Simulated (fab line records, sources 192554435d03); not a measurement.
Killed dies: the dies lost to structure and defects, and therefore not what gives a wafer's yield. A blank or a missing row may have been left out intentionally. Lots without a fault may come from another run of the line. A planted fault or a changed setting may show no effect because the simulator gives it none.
Which tool is to blame? / flow n5Finfet / 24 lots, 72 wafers sampled, at 6 steps of a route of 1938

== WHAT THE GAUGES SHOWED, per wafer ==
The record lacks any reading of a measuring or inspecting step that a usual standard deviation could be used to judge.

== WHAT TOOL EACH LOT RAN ON (gives the tool, then ch and the chambers of the sampled wafers, and finally the start) ==
lot=L074; N5_BEOL_M2_ALD_84=aldMetal-01 ch 0,1, day 7 11:15; N5_BEOL_M2_SPUTTER_48=pvdSputter-02, day 7 11:46; N5_BEOL_M2_SPUTTER_81=pvdSputter-02, day 7 12:13; N5_BEOL_M2_ANNEAL_87=pvdSputter-02, day 7 12:31; N5_BEOL_M3_HM_OPEN_17=rieMetal-01 ch 0,1, day 7 19:52; N5_BEOL_M3_STRIP_19=rieDiel-02 ch 1,2,3, day 7 19:59
lot=L075; N5_BEOL_M2_ALD_84=aldMetal-03 ch 0,2,3, day 7 18:00; N5_BEOL_M2_SPUTTER_48=pvdSputter-03, day 7 18:28; N5_BEOL_M2_SPUTTER_81=pvdSputter-03, day 7 18:55; N5_BEOL_M2_ANNEAL_87=pvdSputter-03, day 7 19:13; N5_BEOL_M3_HM_OPEN_17=rieMetal-02 ch 0, day 7 23:09; N5_BEOL_M3_STRIP_19=rieDiel-02 ch 0,1, day 7 23:17
lot=L076; N5_BEOL_M2_ALD_84=aldMetal-01 ch 0,1,2, day 7 18:30; N5_BEOL_M2_SPUTTER_48=pvdSputter-03, day 7 20:19; N5_BEOL_M2_SPUTTER_81=pvdSputter-03, day 7 20:45; N5_BEOL_M2_ANNEAL_87=pvdSputter-03, day 7 21:03; N5_BEOL_M3_HM_OPEN_17=rieMetal-01 ch 0, day 8 04:55; N5_BEOL_M3_STRIP_19=rieDiel-04 ch 0,1,3, day 8 05:02
lot=L077; N5_BEOL_M2_ALD_84=aldMetal-01 ch 0,1, day 7 22:37; N5_BEOL_M2_SPUTTER_48=pvdSputter-02, day 7 23:54; N5_BEOL_M2_SPUTTER_81=pvdSputter-02, day 8 00:20; N5_BEOL_M2_ANNEAL_87=pvdSputter-02, day 8 00:38; N5_BEOL_M3_HM_OPEN_17=rieMetal-02 ch 0,1, day 8 09:46; N5_BEOL_M3_STRIP_19=rieDiel-06 ch 1,3, day 8 09:53
lot=L078; N5_BEOL_M2_ALD_84=aldMetal-03 ch 0,1, day 8 10:22; N5_BEOL_M2_SPUTTER_48=pvdSputter-03, day 8 10:52; N5_BEOL_M2_SPUTTER_81=pvdSputter-03, day 8 11:19; N5_BEOL_M2_ANNEAL_87=pvdSputter-03, day 8 11:37; N5_BEOL_M3_HM_OPEN_17=rieMetal-01 ch 0,1, day 8 15:33; N5_BEOL_M3_STRIP_19=rieDiel-06 ch 0,1,3, day 8 15:40
lot=L079; N5_BEOL_M2_ALD_84=aldMetal-03 ch 0,1,3, day 8 10:35; N5_BEOL_M2_SPUTTER_48=pvdSputter-02, day 8 12:37; N5_BEOL_M2_SPUTTER_81=pvdSputter-02, day 8 13:03; N5_BEOL_M2_ANNEAL_87=pvdSputter-02, day 8 13:21; N5_BEOL_M3_HM_OPEN_17=rieMetal-01 ch 0,1, day 8 18:39; N5_BEOL_M3_STRIP_19=rieDiel-04 ch 1,2,3, day 8 18:46
lot=L080; N5_BEOL_M2_ALD_84=aldMetal-03 ch 0,1,3, day 9 10:55; N5_BEOL_M2_SPUTTER_48=pvdSputter-02, day 9 11:28; N5_BEOL_M2_SPUTTER_81=pvdSputter-02, day 9 11:55; N5_BEOL_M2_ANNEAL_87=pvdSputter-02, day 9 12:13; N5_BEOL_M3_HM_OPEN_17=rieMetal-02 ch 0,1, day 9 17:18; N5_BEOL_M3_STRIP_19=rieDiel-02 ch 0,1,3, day 9 17:30
lot=L081; N5_BEOL_M2_ALD_84=aldMetal-04 ch 0,1,2, day 9 10:59; N5_BEOL_M2_SPUTTER_48=pvdSputter-01, day 9 11:37; N5_BEOL_M2_SPUTTER_81=pvdSputter-01, day 9 12:03; N5_BEOL_M2_ANNEAL_87=pvdSputter-01, day 9 12:21; N5_BEOL_M3_HM_OPEN_17=rieMetal-03 ch 0,1, day 9 17:31; N5_BEOL_M3_STRIP_19=rieDiel-04 ch 0,2, day 9 17:40
lot=L082; N5_BEOL_M2_ALD_84=aldMetal-03 ch 0,1,2, day 9 13:45; N5_BEOL_M2_SPUTTER_48=pvdSputter-02, day 9 14:33; N5_BEOL_M2_SPUTTER_81=pvdSputter-02, day 9 14:59; N5_BEOL_M2_ANNEAL_87=pvdSputter-02, day 9 15:17; N5_BEOL_M3_HM_OPEN_17=rieMetal-03 ch 0,1, day 9 18:45; N5_BEOL_M3_STRIP_19=rieDiel-02 ch 0,1,2, day 9 18:52
lot=L085; N5_BEOL_M2_ALD_84=aldMetal-04 ch 0,1,2, day 9 17:27; N5_BEOL_M2_SPUTTER_48=pvdSputter-03, day 9 18:10; N5_BEOL_M2_SPUTTER_81=pvdSputter-03, day 9 18:37; N5_BEOL_M2_ANNEAL_87=pvdSputter-03, day 9 18:55; N5_BEOL_M3_HM_OPEN_17=rieMetal-01 ch 0,1, day 10 02:55; N5_BEOL_M3_STRIP_19=rieDiel-04 ch 0,1, day 10 03:02
lot=L083; N5_BEOL_M2_ALD_84=aldMetal-03 ch 0,1, day 9 21:55; N5_BEOL_M2_SPUTTER_48=pvdSputter-01, day 9 22:22; N5_BEOL_M2_SPUTTER_81=pvdSputter-01, day 9 22:49; N5_BEOL_M2_ANNEAL_87=pvdSputter-01, day 9 23:07; N5_BEOL_M3_HM_OPEN_17=rieMetal-03 ch 0,1, day 10 03:08; N5_BEOL_M3_STRIP_19=rieDiel-04 ch 0,2,3, day 10 03:15
lot=L084; N5_BEOL_M2_ALD_84=aldMetal-04 ch 1,3, day 10 08:43; N5_BEOL_M2_SPUTTER_48=pvdSputter-01, day 10 09:13; N5_BEOL_M2_SPUTTER_81=pvdSputter-01, day 10 09:40; N5_BEOL_M2_ANNEAL_87=pvdSputter-01, day 10 09:58; N5_BEOL_M3_HM_OPEN_17=rieMetal-03 ch 1, day 10 16:01; N5_BEOL_M3_STRIP_19=rieDiel-04 ch 0,2,3, day 10 16:08
lot=L087; N5_BEOL_M2_ALD_84=aldMetal-04 ch 0,1,2, day 10 16:49; N5_BEOL_M2_SPUTTER_48=pvdSputter-02, day 10 17:22; N5_BEOL_M2_SPUTTER_81=pvdSputter-02, day 10 17:48; N5_BEOL_M2_ANNEAL_87=pvdSputter-02, day 10 18:06; N5_BEOL_M3_HM_OPEN_17=rieMetal-01 ch 0,1, day 10 21:37; N5_BEOL_M3_STRIP_19=rieDiel-06 ch 0,1,2, day 10 21:44
lot=L086; N5_BEOL_M2_ALD_84=aldMetal-04 ch 0,1,2, day 10 17:12; N5_BEOL_M2_SPUTTER_48=pvdSputter-03, day 10 18:01; N5_BEOL_M2_SPUTTER_81=pvdSputter-03, day 10 18:28; N5_BEOL_M2_ANNEAL_87=pvdSputter-03, day 10 18:46; N5_BEOL_M3_HM_OPEN_17=rieMetal-03 ch 0,1, day 11 00:00; N5_BEOL_M3_STRIP_19=rieDiel-06 ch 0,1, day 11 00:07
lot=L089; N5_BEOL_M2_ALD_84=aldMetal-01 ch 1,2,3, day 10 17:13; N5_BEOL_M2_SPUTTER_48=pvdSputter-02, day 10 19:12; N5_BEOL_M2_SPUTTER_81=pvdSputter-02, day 10 19:38; N5_BEOL_M2_ANNEAL_87=pvdSputter-02, day 10 19:56; N5_BEOL_M3_HM_OPEN_17=rieMetal-02 ch 0,1, day 11 00:07; N5_BEOL_M3_STRIP_19=rieDiel-06 ch 0,2,3, day 11 00:13
lot=L088; N5_BEOL_M2_ALD_84=aldMetal-03 ch 1,2, day 10 20:11; N5_BEOL_M2_SPUTTER_48=pvdSputter-03, day 10 20:58; N5_BEOL_M2_SPUTTER_81=pvdSputter-03, day 10 21:24; N5_BEOL_M2_ANNEAL_87=pvdSputter-03, day 10 21:42; N5_BEOL_M3_HM_OPEN_17=rieMetal-03 ch 0,1, day 11 03:40; N5_BEOL_M3_STRIP_19=rieDiel-04 ch 0,1,2, day 11 03:48
lot=L090; N5_BEOL_M2_ALD_84=aldMetal-03 ch 0,1,2, day 11 00:02; N5_BEOL_M2_SPUTTER_48=pvdSputter-03, day 11 00:35; N5_BEOL_M2_SPUTTER_81=pvdSputter-03, day 11 01:01; N5_BEOL_M2_ANNEAL_87=pvdSputter-03, day 11 01:19; N5_BEOL_M3_HM_OPEN_17=rieMetal-03 ch 0,1, day 11 04:49; N5_BEOL_M3_STRIP_19=rieDiel-02 ch 1,3, day 11 04:56
lot=L091; N5_BEOL_M2_ALD_84=aldMetal-04 ch 1,2,3, day 11 14:56; N5_BEOL_M2_SPUTTER_48=pvdSputter-01, day 11 15:35; N5_BEOL_M2_SPUTTER_81=pvdSputter-01, day 11 16:02; N5_BEOL_M2_ANNEAL_87=pvdSputter-01, day 11 16:20; N5_BEOL_M3_HM_OPEN_17=rieMetal-02 ch 0,1, day 11 19:23; N5_BEOL_M3_STRIP_19=rieDiel-02 ch 0,2,3, day 11 19:30
lot=L092; N5_BEOL_M2_ALD_84=aldMetal-03 ch 1,2,3, day 12 02:56; N5_BEOL_M2_SPUTTER_48=pvdSputter-03, day 12 03:28; N5_BEOL_M2_SPUTTER_81=pvdSputter-03, day 12 03:54; N5_BEOL_M2_ANNEAL_87=pvdSputter-03, day 12 04:12; N5_BEOL_M3_HM_OPEN_17=rieMetal-02 ch 0, day 12 09:29; N5_BEOL_M3_STRIP_19=rieDiel-06 ch 0,2, day 12 09:35
lot=L093; N5_BEOL_M2_ALD_84=aldMetal-03 ch 0,1,2, day 12 09:32; N5_BEOL_M2_SPUTTER_48=pvdSputter-03, day 12 10:12; N5_BEOL_M2_SPUTTER_81=pvdSputter-03, day 12 16:02; N5_BEOL_M2_ANNEAL_87=pvdSputter-03, day 12 16:20; N5_BEOL_M3_HM_OPEN_17=rieMetal-01 ch 0,1, day 12 20:07; N5_BEOL_M3_STRIP_19=rieDiel-04 ch 0,1, day 12 20:16
lot=L094; N5_BEOL_M2_ALD_84=aldMetal-01 ch 0,3, day 12 09:37; N5_BEOL_M2_SPUTTER_48=pvdSputter-02, day 12 11:46; N5_BEOL_M2_SPUTTER_81=pvdSputter-02, day 12 12:16; N5_BEOL_M2_ANNEAL_87=pvdSputter-02, day 12 12:37; N5_BEOL_M3_HM_OPEN_17=rieMetal-01 ch 0,1, day 12 15:52; N5_BEOL_M3_STRIP_19=rieDiel-06 ch 0,1,3, day 12 15:56
lot=L095; N5_BEOL_M2_ALD_84=aldMetal-03 ch 1,2,3, day 13 03:05; N5_BEOL_M2_SPUTTER_48=pvdSputter-03, day 13 03:32; N5_BEOL_M2_SPUTTER_81=pvdSputter-03, day 13 03:59; N5_BEOL_M2_ANNEAL_87=pvdSputter-03, day 13 04:17; N5_BEOL_M3_HM_OPEN_17=rieMetal-02 ch 0,1, day 13 07:49; N5_BEOL_M3_STRIP_19=rieDiel-02 ch 0,1,2, day 13 07:55
lot=L096; N5_BEOL_M2_ALD_84=aldMetal-01 ch 0,2,3, day 13 09:04; N5_BEOL_M2_SPUTTER_48=pvdSputter-03, day 13 09:35; N5_BEOL_M2_SPUTTER_81=pvdSputter-03, day 13 10:01; N5_BEOL_M2_ANNEAL_87=pvdSputter-03, day 13 10:19; N5_BEOL_M3_HM_OPEN_17=rieMetal-02 ch 1, day 13 15:14; N5_BEOL_M3_STRIP_19=rieDiel-02 ch 0,2,3, day 13 15:26
lot=L097; N5_BEOL_M2_ALD_84=aldMetal-03 ch 0,1,2, day 13 17:11; N5_BEOL_M2_SPUTTER_48=pvdSputter-02, day 13 18:01; N5_BEOL_M2_SPUTTER_81=pvdSputter-02, day 13 18:27; N5_BEOL_M2_ANNEAL_87=pvdSputter-02, day 13 18:45; N5_BEOL_M3_HM_OPEN_17=rieMetal-01 ch 0,1, day 13 23:20; N5_BEOL_M3_STRIP_19=rieDiel-04 ch 1,3, day 13 23:26
- N5_BEOL_M2_ALD_84: deposits TaN, pulse time 2 s, purge time 3 s, co reactant purge time 2 s.
- N5_BEOL_M2_SPUTTER_48: material Cu, target thk 4.5 nm, time 8.29 s.
- N5_BEOL_M2_SPUTTER_81: material Cu, target thk 4.5 nm, time 8.29 s.
- N5_BEOL_M2_ANNEAL_87: time 240 s.
- N5_BEOL_M3_HM_OPEN_17: chemistry Cl2/BCl3, target TiN, target depth 20 nm, overetch 6 nm.
- N5_BEOL_M3_STRIP_19: strips in O2.

== WHAT THE TOOLS THEMSELVES READ (means of the sampled wafers that have a number; where no wafer has one, the mark that the record gives instead) ==
N5_BEOL_M2_ALD_84. Usual: 430 W for heaterPowerW, sd 38.
lot=L074; tool=aldMetal-01; heaterPowerW (W)=474; flag=
lot=L075; tool=aldMetal-03; heaterPowerW (W)=406; flag=
lot=L076; tool=aldMetal-01; heaterPowerW (W)=461; flag=
lot=L077; tool=aldMetal-01; heaterPowerW (W)=460; flag=
lot=L078; tool=aldMetal-03; heaterPowerW (W)=390; flag=
lot=L079; tool=aldMetal-03; heaterPowerW (W)=410; flag=
lot=L080; tool=aldMetal-03; heaterPowerW (W)=409; flag=
lot=L081; tool=aldMetal-04; heaterPowerW (W)=431; flag=
lot=L082; tool=aldMetal-03; heaterPowerW (W)=425; flag=
lot=L085; tool=aldMetal-04; heaterPowerW (W)=439; flag=
lot=L083; tool=aldMetal-03; heaterPowerW (W)=422; flag=
lot=L084; tool=aldMetal-04; heaterPowerW (W)=401; flag=
lot=L087; tool=aldMetal-04; heaterPowerW (W)=433; flag=
lot=L086; tool=aldMetal-04; heaterPowerW (W)=436; flag=
lot=L089; tool=aldMetal-01; heaterPowerW (W)=440; flag=
lot=L088; tool=aldMetal-03; heaterPowerW (W)=457; flag=
lot=L090; tool=aldMetal-03; heaterPowerW (W)=422; flag=
lot=L091; tool=aldMetal-04; heaterPowerW (W)=415; flag=
lot=L092; tool=aldMetal-03; heaterPowerW (W)=441; flag=
lot=L093; tool=aldMetal-03; heaterPowerW (W)=422; flag=
lot=L094; tool=aldMetal-01; heaterPowerW (W)=455; flag=
lot=L095; tool=aldMetal-03; heaterPowerW (W)=443; flag=
lot=L096; tool=aldMetal-01; heaterPowerW (W)=449; flag=
lot=L097; tool=aldMetal-03; heaterPowerW (W)=423; flag=

N5_BEOL_M2_SPUTTER_48. Usual: 29.8 % for throttleValvePct, sd 1.3.
lot=L074; tool=pvdSputter-02; throttleValvePct (%)=29.4; flag=
lot=L075; tool=pvdSputter-03; throttleValvePct (%)=30.2; flag=
lot=L076; tool=pvdSputter-03; throttleValvePct (%)=30.0; flag=
lot=L077; tool=pvdSputter-02; throttleValvePct (%)=29.9; flag=
lot=L078; tool=pvdSputter-03; throttleValvePct (%)=29.1; flag=
lot=L079; tool=pvdSputter-02; throttleValvePct (%)=29.8; flag=
lot=L080; tool=pvdSputter-02; throttleValvePct (%)=29.6; flag=
lot=L081; tool=pvdSputter-01; throttleValvePct (%)=31.6; flag=
lot=L082; tool=pvdSputter-02; throttleValvePct (%)=29.4; flag=
lot=L085; tool=pvdSputter-03; throttleValvePct (%)=30.0; flag=
lot=L083; tool=pvdSputter-01; throttleValvePct (%)=31.0; flag=
lot=L084; tool=pvdSputter-01; throttleValvePct (%)=32.0; flag=
lot=L087; tool=pvdSputter-02; throttleValvePct (%)=29.6; flag=
lot=L086; tool=pvdSputter-03; throttleValvePct (%)=29.6; flag=
lot=L089; tool=pvdSputter-02; throttleValvePct (%)=29.3; flag=
lot=L088; tool=pvdSputter-03; throttleValvePct (%)=28.2; flag=
lot=L090; tool=pvdSputter-03; throttleValvePct (%)=29.1; flag=
lot=L091; tool=pvdSputter-01; throttleValvePct (%)=30.6; flag=
lot=L092; tool=pvdSputter-03; throttleValvePct (%)=30.0; flag=
lot=L093; tool=pvdSputter-03; throttleValvePct (%)=29.7; flag=
lot=L094; tool=pvdSputter-02; throttleValvePct (%)=29.5; flag=
lot=L095; tool=pvdSputter-03; throttleValvePct (%)=28.8; flag=
lot=L096; tool=pvdSputter-03; throttleValvePct (%)=29.3; flag=
lot=L097; tool=pvdSputter-02; throttleValvePct (%)=30.1; flag=

N5_BEOL_M2_SPUTTER_81. Usual: 29.8 % for throttleValvePct, sd 1.3.
lot=L074; tool=pvdSputter-02; throttleValvePct (%)=29.5; flag=
lot=L075; tool=pvdSputter-03; throttleValvePct (%)=30.1; flag=
lot=L076; tool=pvdSputter-03; throttleValvePct (%)=29.9; flag=
lot=L077; tool=pvdSputter-02; throttleValvePct (%)=30.1; flag=
lot=L078; tool=pvdSputter-03; throttleValvePct (%)=29.1; flag=
lot=L079; tool=pvdSputter-02; throttleValvePct (%)=29.8; flag=
lot=L080; tool=pvdSputter-02; throttleValvePct (%)=29.7; flag=
lot=L081; tool=pvdSputter-01; throttleValvePct (%)=31.9; flag=
lot=L082; tool=pvdSputter-02; throttleValvePct (%)=29.6; flag=
lot=L085; tool=pvdSputter-03; throttleValvePct (%)=30.1; flag=
lot=L083; tool=pvdSputter-01; throttleValvePct (%)=31.1; flag=
lot=L084; tool=pvdSputter-01; throttleValvePct (%)=32.0; flag=
lot=L087; tool=pvdSputter-02; throttleValvePct (%)=29.7; flag=
lot=L086; tool=pvdSputter-03; throttleValvePct (%)=29.7; flag=
lot=L089; tool=pvdSputter-02; throttleValvePct (%)=29.4; flag=
lot=L088; tool=pvdSputter-03; throttleValvePct (%)=28.2; flag=
lot=L090; tool=pvdSputter-03; throttleValvePct (%)=29.1; flag=
lot=L091; tool=pvdSputter-01; throttleValvePct (%)=30.4; flag=
lot=L092; tool=pvdSputter-03; throttleValvePct (%)=30.3; flag=
lot=L093; tool=pvdSputter-03; throttleValvePct (%)=29.6; flag=
lot=L094; tool=pvdSputter-02; throttleValvePct (%)=29.4; flag=
lot=L095; tool=pvdSputter-03; throttleValvePct (%)=28.8; flag=
lot=L096; tool=pvdSputter-03; throttleValvePct (%)=29.2; flag=
lot=L097; tool=pvdSputter-02; throttleValvePct (%)=30.0; flag=

N5_BEOL_M2_ANNEAL_87. Usual: 779 W for heaterPowerW, sd 71.
lot=L074; tool=pvdSputter-02; heaterPowerW (W)=808; flag=
lot=L075; tool=pvdSputter-03; heaterPowerW (W)=755; flag=
lot=L076; tool=pvdSputter-03; heaterPowerW (W)=779; flag=
lot=L077; tool=pvdSputter-02; heaterPowerW (W)=704; flag=
lot=L078; tool=pvdSputter-03; heaterPowerW (W)=802; flag=
lot=L079; tool=pvdSputter-02; heaterPowerW (W)=767; flag=
lot=L080; tool=pvdSputter-02; heaterPowerW (W)=732; flag=
lot=L081; tool=pvdSputter-01; heaterPowerW (W)=760; flag=
lot=L082; tool=pvdSputter-02; heaterPowerW (W)=805; flag=
lot=L085; tool=pvdSputter-03; heaterPowerW (W)=761; flag=
lot=L083; tool=pvdSputter-01; heaterPowerW (W)=860; flag=
lot=L084; tool=pvdSputter-01; heaterPowerW (W)=736; flag=
lot=L087; tool=pvdSputter-02; heaterPowerW (W)=767; flag=
lot=L086; tool=pvdSputter-03; heaterPowerW (W)=776; flag=
lot=L089; tool=pvdSputter-02; heaterPowerW (W)=786; flag=
lot=L088; tool=pvdSputter-03; heaterPowerW (W)=838; flag=
lot=L090; tool=pvdSputter-03; heaterPowerW (W)=806; flag=
lot=L091; tool=pvdSputter-01; heaterPowerW (W)=788; flag=
lot=L092; tool=pvdSputter-03; heaterPowerW (W)=757; flag=
lot=L093; tool=pvdSputter-03; heaterPowerW (W)=775; flag=
lot=L094; tool=pvdSputter-02; heaterPowerW (W)=771; flag=
lot=L095; tool=pvdSputter-03; heaterPowerW (W)=801; flag=
lot=L096; tool=pvdSputter-03; heaterPowerW (W)=801; flag=
lot=L097; tool=pvdSputter-02; heaterPowerW (W)=794; flag=

N5_BEOL_M3_HM_OPEN_17. Usual: drypumpMotorCurrentA 5.5 A, standard deviation 0.35; oesProductAu 0.58 a.u., standard deviation 0.036; rfFwdPowerW 994 W, standard deviation 3.8; throttleValvePct 22.3 %, standard deviation 0.32.
lot=L074; tool=rieMetal-01; drypumpMotorCurrentA (A)=5.4; oesProductAu (a.u.)=0.59; rfFwdPowerW (W)=996; throttleValvePct (%)=22.1; flag=
lot=L075; tool=rieMetal-02; drypumpMotorCurrentA (A)=6.0; oesProductAu (a.u.)=0.57; rfFwdPowerW (W)=992; throttleValvePct (%)=23.0; flag=
lot=L076; tool=rieMetal-01; drypumpMotorCurrentA (A)=5.6; oesProductAu (a.u.)=0.57; rfFwdPowerW (W)=991; throttleValvePct (%)=22.3; flag=
lot=L077; tool=rieMetal-02; drypumpMotorCurrentA (A)=5.4; oesProductAu (a.u.)=0.58; rfFwdPowerW (W)=996; throttleValvePct (%)=22.4; flag=
lot=L078; tool=rieMetal-01; drypumpMotorCurrentA (A)=5.5; oesProductAu (a.u.)=0.57; rfFwdPowerW (W)=990; throttleValvePct (%)=22.2; flag=
lot=L079; tool=rieMetal-01; drypumpMotorCurrentA (A)=5.5; oesProductAu (a.u.)=0.57; rfFwdPowerW (W)=997; throttleValvePct (%)=22.2; flag=
lot=L080; tool=rieMetal-02; drypumpMotorCurrentA (A)=5.4; oesProductAu (a.u.)=0.57; rfFwdPowerW (W)=994; throttleValvePct (%)=22.4; flag=
lot=L081; tool=rieMetal-03; drypumpMotorCurrentA (A)=5.8; oesProductAu (a.u.)=0.62; rfFwdPowerW (W)=992; throttleValvePct (%)=22.3; flag=
lot=L082; tool=rieMetal-03; drypumpMotorCurrentA (A)=5.5; oesProductAu (a.u.)=0.59; rfFwdPowerW (W)=993; throttleValvePct (%)=22.4; flag=
lot=L085; tool=rieMetal-01; drypumpMotorCurrentA (A)=5.4; oesProductAu (a.u.)=0.59; rfFwdPowerW (W)=993; throttleValvePct (%)=22.1; flag=
lot=L083; tool=rieMetal-03; drypumpMotorCurrentA (A)=5.5; oesProductAu (a.u.)=0.59; rfFwdPowerW (W)=994; throttleValvePct (%)=22.5; flag=
lot=L084; tool=rieMetal-03; drypumpMotorCurrentA (A)=6.0; oesProductAu (a.u.)=0.65; rfFwdPowerW (W)=988; throttleValvePct (%)=22.1; flag=
lot=L087; tool=rieMetal-01; drypumpMotorCurrentA (A)=5.4; oesProductAu (a.u.)=0.59; rfFwdPowerW (W)=996; throttleValvePct (%)=22.1; flag=
lot=L086; tool=rieMetal-03; drypumpMotorCurrentA (A)=5.8; oesProductAu (a.u.)=0.61; rfFwdPowerW (W)=990; throttleValvePct (%)=22.3; flag=
lot=L089; tool=rieMetal-02; drypumpMotorCurrentA (A)=5.4; oesProductAu (a.u.)=0.57; rfFwdPowerW (W)=996; throttleValvePct (%)=22.4; flag=
lot=L088; tool=rieMetal-03; drypumpMotorCurrentA (A)=5.5; oesProductAu (a.u.)=0.58; rfFwdPowerW (W)=991; throttleValvePct (%)=22.4; flag=
lot=L090; tool=rieMetal-03; drypumpMotorCurrentA (A)=5.5; oesProductAu (a.u.)=0.58; rfFwdPowerW (W)=991; throttleValvePct (%)=22.5; flag=
lot=L091; tool=rieMetal-02; drypumpMotorCurrentA (A)=5.7; oesProductAu (a.u.)=0.57; rfFwdPowerW (W)=995; throttleValvePct (%)=22.7; flag=
lot=L092; tool=rieMetal-02; drypumpMotorCurrentA (A)=6.0; oesProductAu (a.u.)=0.55; rfFwdPowerW (W)=997; throttleValvePct (%)=23.0; flag=
lot=L093; tool=rieMetal-01; drypumpMotorCurrentA (A)=5.4; oesProductAu (a.u.)=0.58; rfFwdPowerW (W)=998; throttleValvePct (%)=22.1; flag=
lot=L094; tool=rieMetal-01; drypumpMotorCurrentA (A)=5.4; oesProductAu (a.u.)=0.58; rfFwdPowerW (W)=993; throttleValvePct (%)=22.1; flag=
lot=L095; tool=rieMetal-02; drypumpMotorCurrentA (A)=5.4; oesProductAu (a.u.)=0.56; rfFwdPowerW (W)=997; throttleValvePct (%)=22.4; flag=
lot=L096; tool=rieMetal-02; drypumpMotorCurrentA (A)=5.1; oesProductAu (a.u.)=0.57; rfFwdPowerW (W)=994; throttleValvePct (%)=22.1; flag=
lot=L097; tool=rieMetal-01; drypumpMotorCurrentA (A)=5.5; oesProductAu (a.u.)=0.56; rfFwdPowerW (W)=992; throttleValvePct (%)=22.2; flag=

N5_BEOL_M3_STRIP_19. Usual: drypumpMotorCurrentA 5.8 A, standard deviation 0.6; oesProductAu 0.79 a.u., standard deviation 0.07; rfVppV 3.7 V, standard deviation 0.46; showerheadPlenumPTorr 2.07 Torr, standard deviation 0.06; throttleValvePct 16.70 %, standard deviation 0.19.
lot=L074; tool=rieDiel-02; drypumpMotorCurrentA (A)=6.6; oesProductAu (a.u.)=0.79; rfVppV (V)=3.8; showerheadPlenumPTorr (Torr)=2.09; throttleValvePct (%)=16.63; flag=
lot=L075; tool=rieDiel-02; drypumpMotorCurrentA (A)=5.7; oesProductAu (a.u.)=0.83; rfVppV (V)=3.4; showerheadPlenumPTorr (Torr)=2.14; throttleValvePct (%)=16.41; flag=
lot=L076; tool=rieDiel-04; drypumpMotorCurrentA (A)=5.6; oesProductAu (a.u.)=0.86; rfVppV (V)=4.1; showerheadPlenumPTorr (Torr)=2.07; throttleValvePct (%)=16.68; flag=
lot=L077; tool=rieDiel-06; drypumpMotorCurrentA (A)=5.3; oesProductAu (a.u.)=0.73; rfVppV (V)=3.5; showerheadPlenumPTorr (Torr)=2.12; throttleValvePct (%)=16.82; flag=
lot=L078; tool=rieDiel-06; drypumpMotorCurrentA (A)=5.8; oesProductAu (a.u.)=0.79; rfVppV (V)=3.2; showerheadPlenumPTorr (Torr)=2.14; throttleValvePct (%)=16.75; flag=
lot=L079; tool=rieDiel-04; drypumpMotorCurrentA (A)=5.3; oesProductAu (a.u.)=0.78; rfVppV (V)=3.7; showerheadPlenumPTorr (Torr)=2.06; throttleValvePct (%)=16.78; flag=
lot=L080; tool=rieDiel-02; drypumpMotorCurrentA (A)=6.2; oesProductAu (a.u.)=0.80; rfVppV (V)=4.4; showerheadPlenumPTorr (Torr)=2.11; throttleValvePct (%)=16.63; flag=
lot=L081; tool=rieDiel-04; drypumpMotorCurrentA (A)=5.5; oesProductAu (a.u.)=0.76; rfVppV (V)=2.9; showerheadPlenumPTorr (Torr)=2.02; throttleValvePct (%)=16.69; flag=
lot=L082; tool=rieDiel-02; drypumpMotorCurrentA (A)=6.1; oesProductAu (a.u.)=0.79; rfVppV (V)=3.5; showerheadPlenumPTorr (Torr)=2.11; throttleValvePct (%)=16.46; flag=
lot=L085; tool=rieDiel-04; drypumpMotorCurrentA (A)=5.4; oesProductAu (a.u.)=0.87; rfVppV (V)=3.9; showerheadPlenumPTorr (Torr)=2.10; throttleValvePct (%)=16.68; flag=
lot=L083; tool=rieDiel-04; drypumpMotorCurrentA (A)=5.6; oesProductAu (a.u.)=0.79; rfVppV (V)=3.8; showerheadPlenumPTorr (Torr)=2.02; throttleValvePct (%)=16.71; flag=
lot=L084; tool=rieDiel-04; drypumpMotorCurrentA (A)=5.6; oesProductAu (a.u.)=0.78; rfVppV (V)=4.2; showerheadPlenumPTorr (Torr)=2.02; throttleValvePct (%)=16.73; flag=
lot=L087; tool=rieDiel-06; drypumpMotorCurrentA (A)=6.1; oesProductAu (a.u.)=0.78; rfVppV (V)=3.9; showerheadPlenumPTorr (Torr)=2.10; throttleValvePct (%)=16.78; flag=
lot=L086; tool=rieDiel-06; drypumpMotorCurrentA (A)=6.3; oesProductAu (a.u.)=0.83; rfVppV (V)=3.6; showerheadPlenumPTorr (Torr)=2.15; throttleValvePct (%)=16.71; flag=
lot=L089; tool=rieDiel-06; drypumpMotorCurrentA (A)=5.7; oesProductAu (a.u.)=0.79; rfVppV (V)=3.6; showerheadPlenumPTorr (Torr)=2.07; throttleValvePct (%)=16.69; flag=
lot=L088; tool=rieDiel-04; drypumpMotorCurrentA (A)=5.4; oesProductAu (a.u.)=0.81; rfVppV (V)=4.1; showerheadPlenumPTorr (Torr)=2.06; throttleValvePct (%)=16.69; flag=
lot=L090; tool=rieDiel-02; drypumpMotorCurrentA (A)=6.5; oesProductAu (a.u.)=0.75; rfVppV (V)=3.7; showerheadPlenumPTorr (Torr)=2.12; throttleValvePct (%)=16.62; flag=
lot=L091; tool=rieDiel-02; drypumpMotorCurrentA (A)=6.2; oesProductAu (a.u.)=0.80; rfVppV (V)=3.7; showerheadPlenumPTorr (Torr)=2.06; throttleValvePct (%)=16.70; flag=
lot=L092; tool=rieDiel-06; drypumpMotorCurrentA (A)=6.0; oesProductAu (a.u.)=0.79; rfVppV (V)=3.3; showerheadPlenumPTorr (Torr)=2.04; throttleValvePct (%)=16.72; flag=
lot=L093; tool=rieDiel-04; drypumpMotorCurrentA (A)=5.7; oesProductAu (a.u.)=0.85; rfVppV (V)=3.7; showerheadPlenumPTorr (Torr)=2.07; throttleValvePct (%)=16.62; flag=
lot=L094; tool=rieDiel-06; drypumpMotorCurrentA (A)=5.8; oesProductAu (a.u.)=0.77; rfVppV (V)=3.7; showerheadPlenumPTorr (Torr)=2.13; throttleValvePct (%)=16.79; flag=
lot=L095; tool=rieDiel-02; drypumpMotorCurrentA (A)=6.1; oesProductAu (a.u.)=0.76; rfVppV (V)=3.1; showerheadPlenumPTorr (Torr)=2.10; throttleValvePct (%)=16.51; flag=
lot=L096; tool=rieDiel-02; drypumpMotorCurrentA (A)=6.2; oesProductAu (a.u.)=0.79; rfVppV (V)=3.8; showerheadPlenumPTorr (Torr)=2.05; throttleValvePct (%)=16.72; flag=
lot=L097; tool=rieDiel-04; drypumpMotorCurrentA (A)=5.3; oesProductAu (a.u.)=0.80; rfVppV (V)=3.6; showerheadPlenumPTorr (Torr)=2.08; throttleValvePct (%)=16.82; flag=

== THE ANSWER, worked out from the rows above alone ==
Rule: a lot is off if the mean of its wafers that have a number lies more than 3 standard deviations from the usual mean. A lot without any number at a reading at which 4 lots or more have one is off too. The other lots that the step has rows for count as sound. The gauges are gone through in route order, then the tools' own readings, and for those a lot's mean is taken as printed above. The first step at which some lot is off is used, and at that step the reading that is off furthest; a lot without a number counts as furthest.
None of the lots is off at any reading shown; this tells nothing.

== WHAT HAD BEEN PUT IN BY THE SIMULATOR ==
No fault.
